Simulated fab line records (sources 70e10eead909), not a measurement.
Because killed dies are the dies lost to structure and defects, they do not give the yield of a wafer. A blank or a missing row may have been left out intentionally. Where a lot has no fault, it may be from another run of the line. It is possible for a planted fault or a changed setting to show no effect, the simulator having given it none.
fab line records -- flow nand_harc
record lots=6, wafers=18, last_day=33
route steps=1302 shown P_ZERO_WELL@29
lots untouched by any fault: they come from a run of this same line in which no faults occurred
start_h: hours from the record's first day to the start of the lot's first wafer shown -- wait_h: hours from the lot's prior step to this one -- " as in the row above -- L1.1+2: a single row standing in for several wafers -- - no value, or no start was given -- * or withheld: withheld -- < > ~ a bound
route shown NAME@n: names a module that has steps shown in the file, with the first one's number in the route -- usual: mean/standard deviation of fault-free wafers -- same: alike in all rows -- chamber/n: place in a boat -- sites: readings site by site -- _std_site: the standard deviation of these -- _edge_site: outer sites' mean less inner sites' -- radius_mm: for every site, how far away it sits from the centre of the wafer -- mask NAME#n: copy n -- behind: the tool/chamber that last shaped the wafer -- hold: cause of the lot's hold/its duration in hours/its outcome -- device: the n, p or np transistor that did not switch -- end of line: the tests these same wafers got at the end of their route -- step lacking rows: just its recipe -- killed: the dies lost at the first sort to structure and to defects; this is not the yield of the wafer -- map: a wafer's dies, x killed, . not, _ none there
set.NAME: the run value of the setting; set.NAME@STEP: its run value at that earlier step -- model.NAME: the simulator's own value behind a step, which no gauge read
certain route steps with their lots: each step a table, each wafer a row
services: the hour from which a tool's chamber was out of use, counted from the record's first day as start_h (under 0 if before that day), plus the number of hours and why
## steps
# step NHARC_P_ZERO_WELL_CD_MEAS_24
# recipe target_cd_nm=720, landing_energy_ev=500
# usual cd_nm=717.9/1.7
lot.wafer,tool,chamber,start_h,wait_h,cd_nm
L755.2,cd_sem-01,0,42.46,-,718.4
L755.5,cd_sem-01,0,42.46,-,720.8
L755.6,cd_sem-01,0,42.46,-,720.6
L757.2,cd_sem-02,0,62.69,-,717.7
L757.3,cd_sem-02,0,62.69,-,715.3
L757.6,cd_sem-02,0,62.69,-,717.3
L759.2,cd_sem-02,0,82.59,-,715.2
L759.3,cd_sem-02,0,82.59,-,718.6
L759.4,cd_sem-02,0,82.59,-,717.6
L767.1,cd_sem-02,0,162.59,-,719.6
L767.3,cd_sem-02,0,162.59,-,717.4
L767.4,cd_sem-02,0,162.59,-,716.7
L769.3,cd_sem-03,0,182.46,-,718.4
L769.5,cd_sem-03,0,182.46,-,720.3
L769.6,cd_sem-03,0,182.46,-,718.9
L776.1,cd_sem-02,0,252.58,-,716.8
L776.2,cd_sem-02,0,252.58,-,716.5
L776.6,cd_sem-02,0,252.58,-,717.6
# step NHARC_P_ZERO_WELL_HARDBAKE_25
# recipe temp_c=125, time_s=80
# step NHARC_P_ZERO_WELL_DESCUM_26
# recipe time_s=3, o2_flow_sccm=200, ar_flow_sccm=0, bias_power_w=0, chemistry=O2
# usual chamber_pressure_mTorr=60.00/0.053, drypump_motor_current_A=5.6/0.48, oes_product_au=0.996/0.0097, rf_vpp_V=57.9/0.88, showerhead_plenum_p_Torr=1.96/0.063, throttle_valve_pct=11.309/0.0084
lot.wafer,tool,chamber,start_h,wait_h,chamber_pressure_mTorr,drypump_motor_current_A,oes_product_au,rf_hours_counter_h,rf_vpp_V,showerhead_plenum_p_Torr,throttle_valve_pct
L755.2,rie_diel-07,1,42.62,-,60.02,5.0,0.996,34,58.8,2.00,11.304
L755.5,rie_diel-07,1,42.62,-,59.97,5.0,0.989,-,58.6,2.00,11.296
L755.6,rie_diel-07,2,42.62,-,59.95,5.3,1.011,-,58.1,2.02,11.306
L757.2,rie_diel-06,1,62.86,-,59.99,5.7,1.014,30,59.4,1.93,11.309
L757.3,rie_diel-06,2,62.86,-,60.13,6.6,0.985,29,58.7,1.90,11.312
L757.6,rie_diel-06,1,62.86,-,60.03,5.7,1.003,-,56.6,1.93,11.310
L759.4,rie_diel-08,3,82.76,-,59.99,5.5,0.990,15,58.0,1.83,11.312
L759.2,rie_diel-08,0,82.76,-,60.09,5.2,0.991,13,58.2,1.94,11.315
L759.3,rie_diel-08,1,82.76,-,59.96,5.7,1.020,14,57.3,1.98,11.295
L767.3,rie_diel-07,3,162.76,-,60.02,5.3,1.004,8,57.6,1.91,11.314
L767.1,rie_diel-07,0,162.76,-,60.02,6.1,1.001,9,58.9,2.05,11.309
L767.4,rie_diel-07,1,162.76,-,60.06,5.0,0.988,10,57.6,1.99,11.309
L769.3,rie_diel-06,3,182.65,-,59.98,5.9,0.989,17,57.6,1.92,11.299
L769.5,rie_diel-06,0,182.65,-,59.93,5.5,0.994,-,56.4,2.05,11.310
L769.6,rie_diel-06,1,182.65,-,60.11,5.7,0.999,-,57.7,1.92,11.320
L776.1,rie_diel-07,1,252.74,-,60.05,5.0,1.001,40,57.0,1.98,11.297
L776.2,rie_diel-07,3,252.74,-,59.93,5.2,1.005,37,57.4,1.90,11.323
L776.6,rie_diel-07,2,252.74,-,60.04,5.2,0.999,-,58.0,2.00,11.320
# step NHARC_P_ZERO_WELL_IMPLANT_27
# recipe energy_kev=600, dose_cm2=1e+13, tilt_deg=7
# step NHARC_P_ZERO_WELL_IMPLANT_57
# recipe energy_kev=250, dose_cm2=4e+12, tilt_deg=7
# step NHARC_P_ZERO_WELL_IMPLANT_58
# recipe energy_kev=100, dose_cm2=2e+12, tilt_deg=7
# step NHARC_P_ZERO_WELL_STRIP_28
# recipe time_s=840, temp_c=130, chemistry=SPM
# step NHARC_P_ZERO_WELL_DEHYDRATE_29
# recipe temp_c=150, time_s=120
# step NHARC_P_ZERO_WELL_HMDS_30
# recipe time_s=30
# step NHARC_P_ZERO_WELL_COAT_31
# recipe spin_rpm=withheld
# step NHARC_P_ZERO_WELL_SOFTBAKE_32
# recipe temp_c=122, time_s=95
# step NHARC_P_ZERO_WELL_EBR_33
# step NHARC_P_ZERO_WELL_EXPOSE_34
# recipe na=0.6, target_cd_nm=720, dose_mj=22.31, mask_id=P_PWELL
lot.wafer,tool,chamber,start_h,wait_h,mask
L755.2+5+6,krf_scanner-04,0,43.82,-,P_PWELL#0
L757.2+3+6,krf_scanner-04,0,64.17,-,P_PWELL#0
L759.2+3+4,krf_scanner-04,0,84.10,-,P_PWELL#0
L767.1+3+4,krf_scanner-04,0,163.95,-,P_PWELL#0
L769.3+5+6,krf_scanner-02,0,183.95,-,P_PWELL#0
L776.1+2+6,krf_scanner-02,0,253.94,-,P_PWELL#0
# step NHARC_P_ZERO_WELL_PEB_35
# recipe peb_temp_c=118, peb_time_s=85
# step NHARC_P_ZERO_WELL_DEVELOP_36
# recipe time_s=70
# step NHARC_P_ZERO_WELL_CD_MEAS_37
# recipe target_cd_nm=720, landing_energy_ev=500
# usual cd_nm=718.4/1.8
lot.wafer,tool,chamber,start_h,wait_h,cd_nm
L755.2,cd_sem-01,0,43.97,-,718.5
L755.5,cd_sem-01,0,43.97,-,716.5
L755.6,cd_sem-01,0,43.97,-,716.3
L757.2,cd_sem-01,0,64.32,-,760.7
L757.3,cd_sem-01,0,64.32,-,743.1
L757.6,cd_sem-01,0,64.32,-,767.8
L759.2,cd_sem-01,0,84.25,-,768.0
L759.3,cd_sem-01,0,84.25,-,764.7
L759.4,cd_sem-01,0,84.25,-,751.4
L767.1,cd_sem-02,0,164.11,-,718.3
L767.3,cd_sem-02,0,164.11,-,718.0
L767.4,cd_sem-02,0,164.11,-,721.1
L769.3,cd_sem-03,0,184.10,-,716.9
L769.5,cd_sem-03,0,184.10,-,718.5
L769.6,cd_sem-03,0,184.10,-,715.9
L776.1,cd_sem-02,0,254.09,-,716.2
L776.2,cd_sem-02,0,254.09,-,719.0
L776.6,cd_sem-02,0,254.09,-,715.2
# step NHARC_P_ZERO_WELL_HARDBAKE_38
# recipe temp_c=125, time_s=80
## services
tool,chamber,start_h,hours,kind
rie_diel-07,0,22.71,-,clean
rie_diel-07,1,22.71,-,clean
rie_diel-07,2,22.71,-,clean
rie_diel-07,3,22.71,-,clean
rie_diel-07,0,47.22,-,clean
rie_diel-07,1,47.22,-,clean
rie_diel-07,2,47.22,-,clean
rie_diel-07,3,47.22,-,clean
krf_scanner-02,-,60.22,0.4,repair
rie_diel-07,-,65.31,0.4,repair
krf_scanner-02,-,95.66,4.0,pm
rie_diel-07,-,117.20,9.0,pm
krf_scanner-02,-,121.27,0.6,repair
rie_diel-07,0,127.55,1.2,repair
rie_diel-06,-,130.74,9.0,pm
rie_diel-08,2,140.96,1.7,repair
krf_scanner-04,-,169.11,1.5,repair
krf_scanner-04,-,181.94,1.2,repair
rie_diel-07,2,184.42,8.1,repair
rie_diel-08,-,194.10,9.0,pm
rie_diel-06,2,213.07,3.7,repair
krf_scanner-04,-,230.22,6.8,repair
krf_scanner-02,-,230.54,0.6,repair
krf_scanner-02,-,236.51,0.4,repair
## key
first_sign step=NHARC_P_ZERO_WELL_CD_MEAS_37, reading=cd_nm, direction=up, sigmas=22, usual=718.4, struck=759.3
effect none on later readings
met_at NHARC_P_ZERO_WELL_EXPOSE_34
struck_wafers L757.2,L757.3,L757.6,L759.2,L759.3,L759.4
tester_left_out L757,L759
onset_between 43.82 64.17
fault kind=process_parameter_drift, tool=krf_scanner-04, chamber=-, onset_h=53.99, steps=NHARC_P_ZERO_WELL_EXPOSE_34, channel=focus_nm, offset=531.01, spread_by_wafer=0.3, shape=step, end_h=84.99
# tester_left_out: of these lots the tester's yield and bins aren't shown, on N5 and GAA mostly nor the transistor test; their killed dies are dies lost to structure and defects alone, not to doping, threshold or leakage, so they don't give the yield
